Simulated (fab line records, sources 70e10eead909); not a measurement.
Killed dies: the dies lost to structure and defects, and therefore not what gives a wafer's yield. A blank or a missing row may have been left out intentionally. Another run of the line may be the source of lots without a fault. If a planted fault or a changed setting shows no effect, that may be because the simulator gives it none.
The tool behind it: which one? + flow nand_harc + at 1 step of a route of 1302, 11 lots with 33 wafers sampled

WHAT THE GAUGES READ, wafer by wafer
NHARC_A_CHANNEL_HOLE_D1_OVL_MEAS_11.
| lot  | measured     | on         | overlay_x_nm (nm) |
|------|--------------|------------|-------------------|
| L483 | day 9 19:02  | overlay-01 | 0.8 0.4 0.9       |
| L482 | day 9 20:16  | overlay-02 | -0.8 -0.8 -1.2    |
| L484 | day 10 06:02 | overlay-01 | -0.2 -0.4 0.1     |
| L485 | day 10 16:17 | overlay-01 | 0.3 0.4 0.4       |
| L488 | day 12 01:51 | overlay-01 | 0.0 0.1 -0.5      |
| L493 | day 14 13:02 | overlay-01 | 0.2 -0.2 -0.2     |
| L496 | day 15 07:55 | overlay-02 | -1.4 -0.8 -0.9    |
| L497 | day 15 13:04 | overlay-02 | 0.1 0.5 -0.7      |
| L498 | day 15 23:37 | overlay-02 | 0.5 0.0 0.1       |
| L500 | day 16 12:24 | overlay-01 | 0.0 -0.1 -0.2     |
| L499 | day 16 15:50 | overlay-01 | -0.6 -0.4 -0.9    |

TOOL THAT RAN EACH LOT (tool first, then ch and the chambers of the sampled wafers, then the start)
The record holds no process step before these readings.

THE ANSWER, worked out from the rows above alone
Rule: what is usual is taken from the lots themselves. Put in order of their means at a reading, lots are off if they are a third of the lots or fewer, leave a main group of 4 or more, and stand apart from it by a gap of 3 or more times the standard deviation of the main group's means; of several such gaps the widest counts. Not used: any main group whose means are identical at the precision the tables above print for the reading. Also off: a lot with no number at a reading for which 4 or more lots have one. Any other lot the step has rows for is counted as sound.
None of the lots is off at any reading shown; this tells nothing.

WHAT WAS PUT IN BY THE SIMULATOR
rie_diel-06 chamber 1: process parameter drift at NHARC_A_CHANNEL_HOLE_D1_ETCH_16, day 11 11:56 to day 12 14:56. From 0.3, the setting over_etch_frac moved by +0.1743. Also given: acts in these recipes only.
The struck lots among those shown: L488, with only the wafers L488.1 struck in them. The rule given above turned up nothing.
